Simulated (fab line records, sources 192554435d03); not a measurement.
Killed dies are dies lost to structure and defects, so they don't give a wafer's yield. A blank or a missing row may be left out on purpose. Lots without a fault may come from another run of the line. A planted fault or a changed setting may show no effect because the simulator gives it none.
Chamber matching | flow n5_finfet | N5_BEOL_M4_ETCH_70 on rie_diel-04: 4 sister chambers
The step etches SOC in N2/H2, target depth 80 nm, overetch 24 nm, time 130 s. 14 wafers are shown with their chamber, then 7 later ones without.

WAFERS WITH THEIR CHAMBER
wafer  | chamber | showerhead_plenum_p_Torr (Torr) | throttle_valve_pct (%) | drypump_motor_current_A (A)
L634.2 | 0       | 2.41                            | 17.65                  | 6.6
L634.4 | 1       | 2.55                            | 18.09                  | 5.7
L634.6 | 0       | 2.41                            | 17.64                  | 6.6
L635.2 | 3       | 2.63                            | 17.57                  | 5.6
L635.4 | 3       | 2.63                            | 17.58                  | 5.7
L635.5 | 1       | 2.55                            | 18.12                  | 5.7
L639.2 | 3       | 2.62                            | 17.57                  | 5.7
L639.3 | 1       | 2.54                            | 18.13                  | 5.7
L639.4 | 2       | 2.60                            | 17.30                  | 5.7
L646.1 | 1       | 2.54                            | 18.17                  | 5.7
L646.4 | 1       | 2.54                            | 18.16                  | 5.7
L646.6 | 3       | 2.61                            | 17.61                  | 5.7
L648.2 | 2       | 2.60                            | 17.32                  | 5.8
L648.3 | 3       | 2.61                            | 17.61                  | 5.7

SIGNATURES (means of the wafers above)
reading                  | chamber 0 | chamber 1 | chamber 2 | chamber 3 | scatter within a chamber
showerhead_plenum_p_Torr | 2.4100    | 2.5440    | 2.6000    | 2.6200    | 0.00721
throttle_valve_pct       | 17.6450   | 18.1340   | 17.3100   | 17.5880   | 0.0246
drypump_motor_current_A  | 6.600     | 5.700     | 5.750     | 5.680     | 0.0361
Rule: a wafer's distance from a chamber is the root of the sum, over the readings, of the square of ((its reading less the chamber's mean) divided by the reading's scatter). The wafer belongs to the nearest chamber; if the next one is less than 2 further off, it can't be placed. The scatter: the root of (the sum of the squares of (reading less its chamber's mean) over the shown wafers, divided by (wafers less chambers)).

WAFERS WITHOUT THEIR CHAMBER
wafer  | showerhead_plenum_p_Torr (Torr) | throttle_valve_pct (%) | drypump_motor_current_A (A)
L648.5 | 2.61                            | 17.61                  | 5.7
L653.2 | 2.59                            | 17.34                  | 5.8
L653.4 | 2.71                            | 17.26                  | 6.7
L653.6 | 2.71                            | 17.25                  | 6.6
L655.2 | 2.59                            | 17.35                  | 5.7
L655.3 | 2.60                            | 17.63                  | 5.7
L655.5 | 2.61                            | 17.63                  | 5.7

WHICH CHAMBER EACH WENT THROUGH
wafer  | from the rows above | in truth
L648.5 | 3                   | 3
L653.2 | 2                   | 2
L653.4 | 2                   | 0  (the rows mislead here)
L653.6 | 2                   | 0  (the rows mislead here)
L655.2 | 2                   | 2
L655.3 | 3                   | 3
L655.5 | 3                   | 3
Placed correctly: 5 of 7. Can't be placed from these rows: 0. Placed wrongly: 2.
